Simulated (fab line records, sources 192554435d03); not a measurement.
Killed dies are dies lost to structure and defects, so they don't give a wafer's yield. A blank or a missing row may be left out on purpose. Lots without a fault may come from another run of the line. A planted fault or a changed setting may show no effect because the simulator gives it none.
Tool commonality check | flow n5_finfet | 8 lots, 23 wafers sampled

WHY IT WAS OPENED
At N5_BEOL_M2_OCD_MEAS_38 the reading trench_depth_nm is flagged on 1 of 8 lots. Wafers without a fault read 55.8 nm, standard deviation 1.1.
Rule: a lot is flagged when every wafer of it that has a number lies more than 4 standard deviations from that mean, or none has a number. The other lots count as sound.

lot  | measured     | on     | trench_depth_nm (nm), wafer by wafer | flag
L509 | day 6 20:58  | ocd-02 | 57.2 57.8                            |
L512 | day 7 19:35  | ocd-02 | 56.6 55.5 56.9                       |
L515 | day 8 13:08  | ocd-02 | 56.1 56.5 56.4                       |
L522 | day 10 08:37 | ocd-02 | 55.1 56.2 55.9                       |
L523 | day 10 11:25 | ocd-02 | 27.0 27.8 27.8                       | FLAGGED
L526 | day 11 04:29 | ocd-02 | 54.3 55.5 54.0                       |
L529 | day 11 18:25 | ocd-02 | 56.6 53.9 57.0                       |
L531 | day 12 03:46 | ocd-02 | 53.6 56.0 53.3                       |
The numbers of the flagged lots are 27.5 nm on average: -28.3 nm against the usual, or -26 standard deviations.

WHICH TOOL RAN EACH LOT
The record holds 3 process steps before the reading, out of a route of 1938 steps. In each cell: the tool, then ch and the chambers that the sampled wafers went through, then the start.
lot  | flag    | N5_BEOL_M2_ETCH_77                 | N5_BEOL_M2_TRENCH_ETCH_37          | N5_BEOL_M2_STRIP_97
L509 |         | rie_diel-04 ch 2, day 6 20:10      | rie_diel-04 ch 0,2, day 6 20:49    | rie_diel-04 ch 0,2, day 6 20:58 or earlier
L512 |         | rie_diel-04 ch 0,1,3, day 7 14:23  | rie_diel-01 ch 1,3, day 7 19:26    | rie_diel-01 ch 1,3, day 7 19:35 or earlier
L515 |         | rie_diel-03 ch 2,3, day 8 11:10    | rie_diel-01 ch 0,2, day 8 12:59    | rie_diel-01 ch 0,2, day 8 13:08 or earlier
L522 |         | rie_diel-04 ch 0,2, day 10 00:17   | rie_diel-01 ch 0,2, day 10 08:28   | rie_diel-01 ch 0,2, day 10 08:37 or earlier
L523 | FLAGGED | rie_diel-01 ch 0,3, day 10 10:44   | rie_diel-01 ch 2,3, day 10 11:16   | rie_diel-01 ch 2,3, day 10 11:25 or earlier
L526 |         | rie_diel-04 ch 0,2, day 10 21:52   | rie_diel-03 ch 0,2, day 11 04:19   | rie_diel-03 ch 0,2, day 11 04:29 or earlier
L529 |         | rie_diel-03 ch 0,1,2, day 11 13:04 | rie_diel-04 ch 1,2,3, day 11 18:16 | rie_diel-04 ch 1,2,3, day 11 18:25 or earlier
L531 |         | rie_diel-03 ch 0,3, day 12 00:10   | rie_diel-04 ch 1,3, day 12 03:37   | rie_diel-04 ch 1,3, day 12 03:46 or earlier
What these steps do:
- N5_BEOL_M2_ETCH_77: etches underlayer in N2/H2, target depth 6.5 nm, time 5.2 s.
- N5_BEOL_M2_TRENCH_ETCH_37: etches SiOC in C4F6/O2, target depth 55.555 nm, time 29.2 s.
- N5_BEOL_M2_STRIP_97: strips in N2/H2, time 10 s.
- N5_BEOL_M2_OCD_MEAS_38

FLAGGED OVER TOTAL, TOOL BY TOOL (the gauges that took the reading come last)
step                      | tool        | lots run | flagged | share of the flagged lots | sound lots run after its first flagged lot
N5_BEOL_M2_ETCH_77        | rie_diel-01 | 1        | 1       | all                       | 0
N5_BEOL_M2_ETCH_77        | rie_diel-03 | 3        | 0       | none                      | -
N5_BEOL_M2_ETCH_77        | rie_diel-04 | 4        | 0       | none                      | -
N5_BEOL_M2_TRENCH_ETCH_37 | rie_diel-01 | 4        | 1       | all                       | 0
N5_BEOL_M2_TRENCH_ETCH_37 | rie_diel-03 | 1        | 0       | none                      | -
N5_BEOL_M2_TRENCH_ETCH_37 | rie_diel-04 | 3        | 0       | none                      | -
N5_BEOL_M2_STRIP_97       | rie_diel-01 | 4        | 1       | all                       | 0
N5_BEOL_M2_STRIP_97       | rie_diel-03 | 1        | 0       | none                      | -
N5_BEOL_M2_STRIP_97       | rie_diel-04 | 3        | 0       | none                      | -
N5_BEOL_M2_OCD_MEAS_38    | ocd-02      | 8        | 1       | all                       | 3 (L526,L529,L531)
N5_BEOL_M2_STRIP_97 gives no start for some lots, so the hours and the order of its lots are those of N5_BEOL_M2_OCD_MEAS_38.

WHAT THE TABLE ALLOWS
4 rows of the table ran every flagged lot: rie_diel-01 at N5_BEOL_M2_ETCH_77, rie_diel-01 at N5_BEOL_M2_TRENCH_ETCH_37, rie_diel-01 at N5_BEOL_M2_STRIP_97, ocd-02 at N5_BEOL_M2_OCD_MEAS_38.
- rie_diel-01 at N5_BEOL_M2_ETCH_77: 1 of its 1 lot flagged. It ran no sound lot before its first flagged lot in this sample, so the start can't be narrowed down.
- rie_diel-01 at N5_BEOL_M2_TRENCH_ETCH_37: 1 of its 4 lots flagged. Its last sound lot is L522 (day 10 08:28), its first flagged lot L523 (day 10 11:16): a fault that began between those two fits.
- rie_diel-01 at N5_BEOL_M2_STRIP_97: 1 of its 4 lots flagged. Its last sound lot is L522 (day 10 08:37), its first flagged lot L523 (day 10 11:25): a fault that began between those two fits.
- ocd-02 at N5_BEOL_M2_OCD_MEAS_38: 1 of its 8 lots flagged. Sound lots ran on it after the first flagged one (L526, L529, L531), which a lasting fault on the whole tool wouldn't allow.
One tool is left: rie_diel-01 at N5_BEOL_M2_ETCH_77 and N5_BEOL_M2_TRENCH_ETCH_37 and N5_BEOL_M2_STRIP_97.

WHAT THE SIMULATOR HAD PUT IN
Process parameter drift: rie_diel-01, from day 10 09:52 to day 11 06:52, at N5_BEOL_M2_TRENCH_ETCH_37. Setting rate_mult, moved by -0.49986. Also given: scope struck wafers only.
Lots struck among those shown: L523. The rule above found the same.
